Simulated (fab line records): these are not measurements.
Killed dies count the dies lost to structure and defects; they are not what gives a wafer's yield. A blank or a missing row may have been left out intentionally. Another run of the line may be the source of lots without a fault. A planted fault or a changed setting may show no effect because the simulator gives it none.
Lot-split experiment | flow n5 finfet | on a route of 1938 steps: 7 lots, 21 wafers read

## ON THE SPLIT
At N5_BEOL_M4_COAT_22 (resist thk 30 nm), the setting spin rpm was moved away from the recipe's 1500 rpm on 7 of the 21 wafers read, by -7.1% to +10.3%. All remaining wafers had this setting at the recipe value.

## FROM THE SPLIT TO THE READING: what the file shows between them, 4 steps
- N5_BEOL_M4_EBR_24
- N5_BEOL_M4_SOFTBAKE_23: time 60 s
- N5_BEOL_M4_EXPOSE_25: exposes mask V3, defocus 5 nm
- N5_BEOL_M4_PEB_26: peb time 60 s

## THE READING
CAR-EUV_of_BEOL_M4_COAT_22.thk nm (the simulator's own value, which no gauge read), in nm, at N5_BEOL_M4_DEVELOP_27 (develop time 30 s). The file does not state a usual value for it. Average 29.6 nm, standard deviation 0.13 nm, over the 14 wafers here run with the recipe.

wafer  | tool, chamber at the split | spin rpm as run, rpm | against the recipe | CAR-EUV_of_BEOL_M4_COAT_22.thk nm, nm | against lot-mates on the recipe
L078.1 | litho track-03, 0          | 1500                 | recipe             | 29.8                                  | -
L078.5 | litho track-03, 0          | 1500                 | recipe             | 29.8                                  | -
L078.3 | litho track-03, 0          | 1452                 | -3.2%              | 30.2                                  | +0.4
L080.2 | litho track-05, 0          | 1599                 | +6.6%              | 28.4                                  | -1.0
L080.4 | litho track-05, 0          | 1599                 | +6.6%              | 28.4                                  | -1.0
L080.3 | litho track-05, 0          | 1500                 | recipe             | 29.4                                  | -
L082.3 | litho track-01, 0          | 1500                 | recipe             | 29.6                                  | -
L082.6 | litho track-01, 0          | 1500                 | recipe             | 29.6                                  | -
L082.5 | litho track-01, 0          | 1500                 | recipe             | 29.4                                  | -
L085.1 | litho track-05, 0          | 1647                 | +9.8%              | 28.2                                  | -1.4
L085.5 | litho track-05, 0          | 1647                 | +9.8%              | 28.2                                  | -1.4
L085.6 | litho track-05, 0          | 1500                 | recipe             | 29.6                                  | -
L089.3 | litho track-05, 0          | 1500                 | recipe             | 29.4                                  | -
L089.6 | litho track-05, 0          | 1500                 | recipe             | 29.4                                  | -
L089.5 | litho track-05, 0          | 1500                 | recipe             | 29.6                                  | -
L092.2 | litho track-01, 0          | 1500                 | recipe             | 29.6                                  | -
L092.6 | litho track-01, 0          | 1500                 | recipe             | 29.6                                  | -
L092.5 | litho track-01, 0          | 1393                 | -7.1%              | 30.8                                  | +1.2
L094.1 | litho track-03, 0          | 1500                 | recipe             | 29.6                                  | -
L094.3 | litho track-03, 0          | 1500                 | recipe             | 29.6                                  | -
L094.4 | litho track-03, 0          | 1654                 | +10.3%             | 28                                    | -1.6

THE FIT
A straight line over all 21 wafers: CAR-EUV_of_BEOL_M4_COAT_22.thk nm changes by -0.156 nm for each +1% of spin rpm; r = -0.98; the points scatter about the line by 0.13 nm.
The same after taking each lot's own level away (the mean of its wafers on the recipe; 21 wafers): -0.151 nm for each +1%; r = -1.00; scatter 0.069 nm.
According to that fit, moving spin rpm by its largest amount changes the reading by 1.5 nm.
Measured against the standard deviation above, the lots' own levels, which go from 29.40 to 29.80 nm, span 3.1 times it.
The two slopes agree, so the slope changes little with the lot-to-lot level.
Check: for one of the wafers moved furthest among these (+10.3%), held out of the fit, the line's prediction against its lot-mates is -1.52 nm. It came out at -1.6 nm against them.

## FURTHER SPLITS ON THESE WAFERS
Other splits were also applied to these wafers ahead of the reading. Each is held against what the fit with the lots' levels taken away leaves over:
other split on the same wafers | wafers away from the commonest value | r with CAR-EUV_of_BEOL_M4_COAT_22.thk nm (lot level and that fit taken away)
N5_BEOL_M4_COAT_73 spin rpm    | 6                                    | -0.05
N5_BEOL_M4_COAT_76 spin rpm    | 8                                    | +0.37

## THE WHOLE CHAIN: every reading that the file lists as answering this split, in the file's order
step                  | what it does      | reading                                                                            | change (the file's fit)               | r (the file's)
N5_BEOL_M4_COAT_22    | resist thk 30 nm  | CAR-EUV_of_BEOL_M4_COAT_22.thk nm (the simulator's own value, which no gauge read) | -0.143 nm for each +1% of the setting | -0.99
N5_BEOL_M4_DEVELOP_27 | develop time 30 s | CAR-EUV_of_BEOL_M4_COAT_22.thk nm (the simulator's own value, which no gauge read) | -0.152 nm for each +1% of the setting | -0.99

## FILE'S OWN FIT
CAR-EUV_of_BEOL_M4_COAT_22.thk nm changes by -0.152 nm for each +1% of spin rpm, r = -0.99.
